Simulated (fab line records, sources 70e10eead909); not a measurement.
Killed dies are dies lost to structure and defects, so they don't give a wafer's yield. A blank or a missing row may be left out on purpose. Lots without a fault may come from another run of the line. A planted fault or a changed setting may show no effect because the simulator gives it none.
fab line records | flow nand_harc
record lots=15 wafers=45 last_day=24
route steps=1159 shown P_CONTACT@238
lots that met no fault: from a run of the same line without faults
start_h: hours from the record's first day to the start of the lot's first wafer shown | wait_h: hours since the lot's step before | " the same as in the row above | L1.1+2: a row that stands for several wafers | - no value, or no start given | * or withheld: withheld | < > ~ a bound
route shown NAME@n: a module of which the file shows steps, and the number in the route of the first | usual: mean/standard deviation of fault-free wafers | same: alike in all rows | chamber/n: place in a boat | sites: the reading at each site | _std_site: their standard deviation | _edge_site: outer sites' mean less inner sites' | radius_mm: how far each site lies from the wafer's centre | mask NAME#n: copy n | behind: the tool/chamber that last shaped the wafer | hold: why the lot was held/for how many hours/how that ended | device: the transistor (n, p or np) that didn't switch | end of line: the same wafers' tests at the end of the route | a step without rows: its recipe alone | killed: dies lost to structure and defects at the first sort, not the wafer's yield | map: a wafer's dies, x killed, . not, _ none there
set.NAME: the setting as run; set.NAME@STEP: as run at that earlier step | model.NAME: the simulator's own value behind a step, which no gauge read
steps of the route over a sample of lots; a table a step, a row a wafer
services: from which hour (start_h, from the record's first day; less than 0 if before it) a tool's chamber was out of use, for how many hours, and why
## steps
# step NHARC_P_CONTACT_ETCH_18
# recipe target_depth_a=4810 time_s=240.5 c4f8_flow_sccm=20 o2_flow_sccm=10 ar_flow_sccm=withheld rf_w=600 bias_w=1500 chemistry=C4F8/O2/Ar
# usual bias_w=1500/4.5 chamber_pressure_mTorr=25.002/0.023 oes_product_au=0.965/0.017 rf_vpp_V=978/6.1
# same time_s=240.5
# columns lot.wafer tool chamber start_h wait_h bias_w chamber_pressure_mTorr oes_product_au rf_hours_counter_h rf_vpp_V
L336.3 rie_diel-03 3 - - 1494 25.028 0.960 7 977
L336.1 " 1 " " 1494 25.009 0.988 6 978
L336.6 " 2 " " 1502 24.985 0.957 - 983
L335.2 rie_diel-02 3 - - 1505 25.003 0.996 56 981
L335.3 " 2 " " 1497 25.016 0.993 48 974
L335.5 " 3 " " 1509 24.997 1.004 - 984
L337.3 rie_diel-03 0 - - 1504 25.020 0.960 8 983
L337.2 " 1 " " 1499 25.016 0.935 7 978
L337.4 " 2 " " 1500 24.969 0.931 7 983
L339.1 rie_diel-13 3 - - 1507 24.990 0.967 2 976
L339.4 " 0 " " 1500 25.044 0.980 2 970
L339.5 " 3 " " 1506 24.988 0.975 - 975
L338.3 rie_diel-03 0 - - 1495 24.999 0.995 9 982
L338.6 " 2 " " 1507 24.982 0.941 - 982
L338.5 " 3 " " 1501 24.987 0.972 - 975
L340.4 rie_diel-13 0 - - 1495 25.005 0.985 3 969
L340.6 " 3 " " 1507 24.998 0.963 - 976
L340.5 " 0 " " 1495 25.029 0.993 - 969
L341.4 rie_diel-13 1 - - 1504 25.023 0.964 4 986
L341.2 " 2 " " 1506 24.981 0.978 4 970
L341.5 " 0 " " 1499 25.003 0.992 - 968
L346.1 rie_diel-13 1 - - 1514 25.004 0.984 8 987
L346.3 " 3 " " 1505 24.977 0.970 8 975
L346.5 " 1 " " 1501 24.971 0.976 - 989
L350.3 rie_diel-13 1 - - 1502 24.990 0.954 10 987
L350.4 " 3 " " 1501 25.002 0.983 8 975
L350.5 " 1 " " 1500 24.980 0.964 - 987
L351.1 rie_diel-13 3 - - 1501 24.977 0.914 9 975
L351.3 " 0 " " 1494 25.011 0.927 10 968
L351.5 " 2 " " 1497 24.993 0.934 - 972
L352.1 rie_diel-03 3 - - 1503 25.033 0.958 17 976
L352.3 " 1 " " 1504 24.983 0.959 16 980
L352.6 " 0 " " 1503 25.012 0.962 - 983
L354.3 rie_diel-13 2 - - 1495 24.979 0.989 11 972
L354.4 " 0 " " 1505 25.003 0.959 12 968
L354.6 " 3 " " 1496 24.999 0.948 - 976
L353.1 rie_diel-13 1 - - 1498 24.979 0.967 13 986
L353.2 " 2 " " 1500 25.029 0.987 12 969
L353.6 " 0 " " 1501 25.000 0.972 - 969
L357.1 rie_diel-13 0 - - 1505 24.985 0.958 14 967
L357.2 " 3 " " 1503 24.954 0.958 13 976
L357.5 " 0 " " 1495 25.004 0.967 - 969
L356.4 rie_diel-03 0 239.19 0.4 1510 24.977 0.954 - 982
L356.6 " 3 " " 1498 25.012 0.956 - 976
L356.5 " 0 " " 1501 24.992 0.963 - 983
# step NHARC_P_CONTACT_ETCH_31
# recipe target_depth_a=300 time_s=85.7 ion_energy_ev=120 over_etch_frac=1 ch3f_flow_sccm=50 o2_flow_sccm=30 ar_flow_sccm=200 rf_w=500 bias_w=100 chemistry=CH3F/O2
# usual bias_w=100.0/0.31 ch3f_flow_sccm=49.99/0.15 drypump_motor_current_A=5.9/0.43 oes_product_au=0.985/0.014 rf_vpp_V=244.2/1.6 showerhead_plenum_p_Torr=2.44/0.11 throttle_valve_pct=20.663/0.0082 time_s=85.7/0
# columns lot.wafer tool chamber start_h wait_h bias_w ch3f_flow_sccm drypump_motor_current_A oes_product_au rf_hours_counter_h rf_vpp_V showerhead_plenum_p_Torr throttle_valve_pct time_s
L336.1 rie_diel-03 1 119.59 - 99.5 49.83 5.0 0.987 7 245.5 2.44 20.665 85.7
L336.3 " 2 " " 100.2 50.05 5.6 0.972 6 246.2 2.53 20.676 85.7
L336.6 " 2 " " 100.1 50.17 5.6 0.971 - 245.7 2.53 20.662 85.7
L335.2 rie_diel-02 1 120.19 - 99.8 50.13 5.7 1.009 58 246.3 2.52 20.652 85.7
L335.3 " 0 " " 100.1 50.00 6.3 0.969 59 244.7 2.43 20.670 85.7
L335.5 " 2 " " 99.5 50.06 5.7 1.010 - 242.0 2.36 20.665 85.7
L337.4 rie_diel-03 3 124.29 - 100.6 50.04 5.6 0.968 7 243.7 2.43 20.667 85.7
L337.3 " 0 " " 100.1 49.91 5.9 0.978 8 244.5 2.55 20.653 85.7
L337.2 " 1 " " 99.7 50.37 5.0 0.974 7 243.5 2.44 20.663 85.7
L339.1 rie_diel-13 3 131.64 - 99.6 50.13 5.9 0.993 2 244.6 2.41 20.664 85.7
L339.4 " 0 " " 99.4 49.88 6.0 0.984 2 241.1 2.29 20.651 85.7
L339.5 " 1 " " 99.2 50.01 6.2 0.996 - 245.8 2.64 20.673 85.7
L338.3 rie_diel-03 3 132.12 - 99.7 49.93 5.6 0.988 8 244.7 2.43 20.654 85.7
L338.6 " 0 " " 99.9 49.88 5.9 0.998 - 245.1 2.55 20.671 85.7
L338.5 " 1 " " 99.9 49.60 5.0 0.966 - 244.3 2.44 20.663 85.7
L340.4 rie_diel-13 0 139.54 - 100.3 50.05 6.1 0.994 3 241.2 2.29 20.664 85.7
L340.6 " 2 " " 100.2 50.10 6.4 0.987 - 242.0 2.32 20.668 85.7
L340.5 " 3 " " 100.4 49.89 5.9 0.973 - 243.1 2.41 20.648 85.7
L341.4 rie_diel-13 0 146.24 - 100.5 50.06 6.0 0.985 4 241.5 2.29 20.669 85.7
L341.2 " 1 " " 99.8 50.30 6.2 0.976 4 247.2 2.64 20.667 85.7
L341.5 " 0 " " 100.5 50.24 6.0 1.001 - 242.7 2.29 20.664 85.7
L346.1 rie_diel-13 0 192.06 - - - - - - - - - -
L346.3 " 1 " " - - - - - - - - -
L346.5 " 2 " " - - - - - - - - -
L350.3 rie_diel-13 1 198.15 - - - - - - - - - -
L350.4 " 0 " " - - - - - - - - -
L350.5 " 1 " " - - - - - - - - -
L351.3 rie_diel-13 1 207.57 - - - - - - - - - -
L351.1 " 2 " " - - - - - - - - -
L351.5 " 1 " " - - - - - - - - -
L352.3 rie_diel-03 0 207.95 - 100.5 49.99 5.9 1.001 16 245.8 2.55 20.658 85.7
L352.1 " 1 " " 99.7 50.03 5.0 0.982 16 243.8 2.44 20.669 85.7
L352.6 " 3 " " 100.5 50.01 5.6 0.986 - 243.2 2.43 20.662 85.7
L354.3 rie_diel-13 3 224.77 - 99.9 49.90 5.9 0.977 11 244.4 2.41 20.665 85.7
L354.4 " 2 " " 100.1 50.15 6.5 0.989 11 242.6 2.31 20.666 85.7
L354.6 " 0 " " 99.7 50.05 6.0 0.972 - 241.0 2.29 20.664 85.7
L353.1 rie_diel-13 2 226.23 - 100.0 49.68 6.5 0.988 12 243.9 2.31 20.663 85.7
L353.2 " 1 " " 99.8 50.13 6.2 0.979 13 247.2 2.63 20.681 85.7
L353.6 " 2 " " 100.0 49.63 6.5 0.991 - 242.7 2.31 20.670 85.7
L357.1 rie_diel-13 2 239.22 - 99.5 50.02 6.4 0.993 13 243.6 2.31 20.665 85.7
L357.2 " 1 " " 100.2 49.91 6.2 0.978 14 246.2 2.63 20.658 85.7
L357.5 " 3 " " 100.3 50.30 5.9 0.976 - 243.0 2.41 20.660 85.7
L356.4 rie_diel-03 3 239.51 0.1 100.0 50.22 5.6 0.997 - 244.2 2.43 20.667 85.7
L356.6 " 0 " " 100.3 49.95 5.9 1.005 - 246.3 2.55 20.662 85.7
L356.5 " 3 " " 100.1 49.95 5.6 0.997 - 244.6 2.43 20.651 85.7
# step NHARC_P_CONTACT_CMP_24
# recipe t_overpolish_s=30 target_thk_nm=200
# usual motor_current_A=12.1/1.2 overpolish_run_s=29.999/0.0086 slurry_flow_ml_min=150.1/0.49 time_to_endpoint_s=41/4.3
# columns lot.wafer tool chamber start_h wait_h motor_current_A overpolish_run_s slurry_flow_ml_min time_to_endpoint_s
L336.1 cmp-04 3 126.68 0.5 10.9 30.011 150.1 45
L336.3 " 2 " " 14.2 29.993 150.3 38
L336.6 " 0 " " 13.4 30.000 149.6 45
L335.3 cmp-01 1 128.60 0.3 11.3 29.995 149.9 38
L335.2 " 2 " " 10.4 30.009 149.2 44
L335.5 " 1 " " 11.9 29.993 150.3 41
L337.2 cmp-04 3 135.86 0.5 11.2 29.997 149.8 42
L337.3 " 0 " " 13.2 29.977 150.3 45
L337.4 " 1 " " 11.3 29.985 149.8 35
L339.1 cmp-01 3 139.37 0.6 10.5 29.989 149.9 37
L339.4 " 1 " " 11.7 30.017 150.7 40
L339.5 " 3 " " 10.8 29.998 149.8 36
L338.3 cmp-02 2 139.99 0.5 11.7 30.004 149.7 40
L338.5 " 3 " " 12.7 30.001 151.0 38
L338.6 " 0 " " 14.3 29.989 149.6 32
L340.4 cmp-01 3 143.37 0.5 10.6 29.982 150.8 35
L340.5 " 0 " " 12.5 29.990 150.4 39
L340.6 " 1 " " 11.5 29.995 149.6 38
L341.4 cmp-04 2 148.54 0.3 14.7 30.010 149.9 35
L341.2 " 0 " " 13.2 30.002 150.2 41
L341.5 " 2 " " 14.3 29.996 150.1 35
L346.1 cmp-02 3 195.22 0.6 13.4 30.007 150.4 38
L346.3 " 2 " " 11.2 30.002 151.3 38
L346.5 " 3 " " 13.6 29.991 150.0 38
L350.3 cmp-01 2 204.59 0.3 10.8 30.003 150.5 47
L350.4 " 3 " " 11.4 29.991 150.0 37
L350.5 " 2 " " 10.6 30.003 150.8 47
L351.3 cmp-04 1 212.85 0.4 11.2 30.004 150.0 40
L351.1 " 2 " " 13.2 29.991 149.6 40
L351.5 " 1 " " 11.7 29.991 149.5 39
L352.3 cmp-04 1 213.09 0.3 11.0 30.004 150.4 38
L352.1 " 0 " " 13.6 29.990 150.7 46
L352.6 " 1 " " 11.6 29.997 149.7 42
L354.4 cmp-02 1 227.93 0.3 12.2 29.997 149.7 42
L354.3 " 2 " " 12.1 30.007 149.0 36
L354.6 " 0 " " 13.7 29.998 149.4 31
L353.1 cmp-02 2 233.01 0.5 11.6 30.004 150.1 37
L353.2 " 3 " " 12.4 30.018 150.7 39
L353.6 " 0 " " 14.1 29.999 150.4 35
L357.1 cmp-04 1 241.30 0.5 11.7 29.995 150.7 40
L357.2 " 3 " " 11.7 30.004 149.7 46
L357.5 " 0 " " 13.3 29.996 149.8 48
L356.4 cmp-02 1 241.47 0.3 11.0 29.995 149.9 41
L356.6 " 1 " " 11.0 29.999 149.8 42
L356.5 " 2 " " 11.6 29.983 149.7 36
# step NHARC_P_CONTACT_INSPECT_27
# usual raw_defect_count=351/150
# columns lot.wafer tool chamber start_h wait_h raw_defect_count
L336.1 defect_inspect-02 - 127.08 0.1 593
L336.3 " - " " 442
L336.6 " - " " 394
L335.2 defect_inspect-02 - 128.99 0.1 367
L335.3 " - " " 219
L335.5 " - " " 594
L337.2 defect_inspect-02 - 136.24 0.1 302
L337.3 " - " " 225
L337.4 " - " " 251
L339.1 defect_inspect-02 - 139.77 0.1 270
L339.4 " - " " 248
L339.5 " - " " 209
L338.3 defect_inspect-02 - 140.32 0.1 423
L338.5 " - " " 210
L338.6 " - " " 322
L340.4 defect_inspect-02 - 143.70 0.1 641
L340.5 " - " " 309
L340.6 " - " " 512
L341.2 defect_inspect-02 - 148.95 0.1 304
L341.4 " - " " 422
L341.5 " - " " 438
L346.1 defect_inspect-01 - 195.62 0.1 310
L346.3 " - " " 161
L346.5 " - " " 242
L350.3 defect_inspect-02 - 204.97 0.1 311
L350.4 " - " " 372
L350.5 " - " " 375
L351.1 defect_inspect-02 - 213.22 0.1 338
L351.3 " - " " 245
L351.5 " - " " 239
L352.1 defect_inspect-01 - 213.50 0.1 314
L352.3 " - " " 387
L352.6 " - " " 369
L354.3 defect_inspect-02 - 228.32 0.1 195
L354.4 " - " " 250
L354.6 " - " " 295
L353.1 defect_inspect-01 - 233.37 0.1 419
L353.2 " - " " 285
L353.6 " - " " 266
L357.1 defect_inspect-02 - 241.68 0.1 244
L357.2 " - " " 455
L357.5 " - " " 424
L356.4 defect_inspect-02 - 241.87 0.1 158
L356.5 " - " " 332
L356.6 " - " " 247
## services
# columns tool chamber start_h hours kind
rie_diel-13 1 95.91 12.8 repair
rie_diel-13 - 99.00 9.0 pm
cmp-04 - 105.00 4.0 pm
cmp-02 - 129.96 4.0 pm
rie_diel-03 0 133.67 2.8 repair
cmp-02 - 134.37 0.7 repair
cmp-02 - 147.73 1.6 repair
cmp-01 - 158.02 2.4 repair
rie_diel-03 0 160.57 5.6 repair
cmp-04 - 164.84 4.5 repair
cmp-01 - 168.16 0.5 repair
cmp-02 - 168.21 2.6 repair
rie_diel-03 1 174.43 8.0 repair
rie_diel-13 - 174.85 0.5 repair
cmp-01 - 179.64 4.0 pm
rie_diel-03 2 194.04 20.2 repair
cmp-04 - 195.17 0.2 repair
cmp-04 - 203.00 4.0 pm
rie_diel-13 2 209.92 5.3 repair
rie_diel-03 - 215.44 9.0 pm
cmp-01 - 223.67 3.0 repair
cmp-02 - 228.06 4.0 pm
rie_diel-03 1 228.37 71.2 repair
rie_diel-03 2 234.15 23.1 repair
## key
first_sign step=NHARC_P_CONTACT_ETCH_31 reading=tool_record direction=missing
effect none on later readings
met_at NHARC_P_CONTACT_ETCH_31
struck_lots L346,L350,L351
later_rows_left_out L346.1,L346.3,L346.5,L350.3,L350.4,L350.5,L351.1,L351.3,L351.5
sort_left_out L346.1,L346.3,L346.5,L350.3,L350.4,L350.5,L351.1,L351.3,L351.5
tester_left_out L346,L350,L351
not_acting_at NHARC_P_CONTACT_ETCH_18,NHARC_P_CONTACT_CMP_24,NHARC_P_CONTACT_INSPECT_27
onset_between 146.24 192.06
fault kind=skipped_step_whole tool=rie_diel-13 chamber=- onset_h=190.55 steps=NHARC_P_CONTACT_ETCH_31 scope=struck_lots_only
# tester_left_out: of these lots the tester's yield and bins aren't shown, on N5 and GAA mostly nor the transistor test; their killed dies are dies lost to structure and defects alone, not to doping, threshold or leakage, so they don't give the yield
# sort_left_out: the simulated sort isn't trusted on such a fault, so these wafers' sort isn't shown, and their yield isn't known
# later_rows_left_out: the simulator's readings of these wafers behind a module that went badly wrong aren't trusted and aren't shown, but for the sort
